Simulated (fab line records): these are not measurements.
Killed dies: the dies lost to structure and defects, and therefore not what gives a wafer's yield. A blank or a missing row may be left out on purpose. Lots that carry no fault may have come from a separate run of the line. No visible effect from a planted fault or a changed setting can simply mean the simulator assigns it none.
3 desks looking at one fault | flow n5Finfet | every desk sees just its own numbers, and what lay behind them comes last

== AT THE METROLOGY DESK ==
What the gauges read, lot by lot, whatever tool the lot ran on: means of the sampled wafers that have a number. Marked OUT: a lot whose mean sits more than 4 standard deviations from the usual mean, which makes it out of limits; the brackets give that distance. Of its 10 readings 7 are shown: those that lie furthest out on some lot.
Columns: A = DIBL_N at N5_BEOL_M4_RC_MEAS_101, usual 36.3 mV/V; B = DIBL_P at N5_BEOL_M4_RC_MEAS_101, usual 35.7 mV/V; C = IOFF_N at N5_BEOL_M4_RC_MEAS_101, usual 0.155 nA/um; D = IOFF_P at N5_BEOL_M4_RC_MEAS_101, usual 0.204 nA/um; E = SS_N at N5_BEOL_M4_RC_MEAS_101, usual 71.5 mV/dec; F = SS_P at N5_BEOL_M4_RC_MEAS_101, usual 73.1 mV/dec; G = VT_N at N5_BEOL_M4_RC_MEAS_101, usual 250.2 mV
lot  | first seen here | A    | B    | C     | D     | E    | F    | G
L502 | day 8 15:50     | 35.7 | 34.5 | 0.136 | 0.199 | 70.8 | 73.0 | 250.9
L503 | day 8 18:48     | 35.0 | 34.9 | 0.154 | 0.208 | 71.4 | 73.0 | 249.3
L504 | day 8 21:08     | 36.5 | 36.8 | 0.175 | 0.196 | 71.1 | 73.1 | 246.5
L507 | day 9 17:58     | 38.9 | 37.6 | 0.191 | 0.246 | 72.4 | 73.7 | 248.8
L510 | day 10 16:14    | 35.7 | 34.6 | 0.144 | 0.211 | 71.9 | 73.0 | 250.3
L511 | day 10 22:15    | 36.7 | 37.0 | 0.159 | 0.200 | 71.7 | 73.3 | 249.8
L512 | day 11 00:20    | 36.5 | 36.0 | 0.154 | 0.191 | 71.7 | 73.2 | 251.0
L518 | day 12 15:58    | 39.0 | 38.0 | 0.182 | 0.249 | 71.7 | 74.0 | 248.4
L522 | day 13 06:14    | 36.7 | 36.2 | 0.170 | 0.221 | 71.3 | 72.6 | 248.4
L524 | day 13 19:38    | 35.9 | 35.0 | 0.146 | 0.183 | 71.7 | 72.4 | 251.2
This desk's finding: nothing out of limits on any of the 10 lots.

== THE TOOL OWNER'S DESK: aldSin-01 ==
The tool's own readings at N5_GATE_CUT_ALD_22 (deposits SiNx, target thk 16 nm, pulse time 1 s, ald cycles 320): means of the sampled wafers that have a number, for each lot that ran on this tool. Marked OUT: a lot whose mean sits more than 4 standard deviations from the usual mean, which makes it out of limits; the brackets give that distance.
Columns: A = heaterPowerW at N5_GATE_CUT_ALD_22, usual 856 W; B = precursorPulseHeightRel at N5_GATE_CUT_ALD_22, usual 1.001
lot  | first seen here | A   | B
L502 | day 4 17:06     | 741 | 0.997
L510 | day 6 21:35     | 887 | 1.001
L511 | day 7 08:41     | 886 | 1.002
L518 | day 8 21:23     | 890 | 1.003
L522 | day 9 22:11     | 950 | 1.017
This desk's finding: nothing out of limits on any of the 5 lots.

== THE DEFECT DESK ==
Lot by lot, what the route's inspections counted, given as the mean of those sampled wafers with a number. Marked OUT: a lot whose mean sits more than 4 standard deviations from the usual mean, which makes it out of limits; the brackets give that distance.
Columns: A = rawDefectCount at N5_GATE_CUT_INSPECT_26, usual 43
lot  | first seen here | A
L502 | day 4 19:38     | 50
L503 | day 5 08:47     | 38
L504 | day 5 12:44     | 27
L507 | day 6 09:08     | 48
L510 | day 7 00:07     | 50
L511 | day 7 11:13     | 39
L512 | day 7 18:38     | 31
L518 | day 8 23:54     | 49
L522 | day 10 00:43    | 49
L524 | day 10 07:47    | 41
This desk's finding: nothing out of limits on any of the 10 lots.

== ALL TOGETHER ==
The metrology desk saw nothing out of limits.
Nothing out of limits was seen by the tool owner's desk.
Nothing out of limits was seen by the defect desk.

== WHAT THE SIMULATOR HAD INSERTED ==
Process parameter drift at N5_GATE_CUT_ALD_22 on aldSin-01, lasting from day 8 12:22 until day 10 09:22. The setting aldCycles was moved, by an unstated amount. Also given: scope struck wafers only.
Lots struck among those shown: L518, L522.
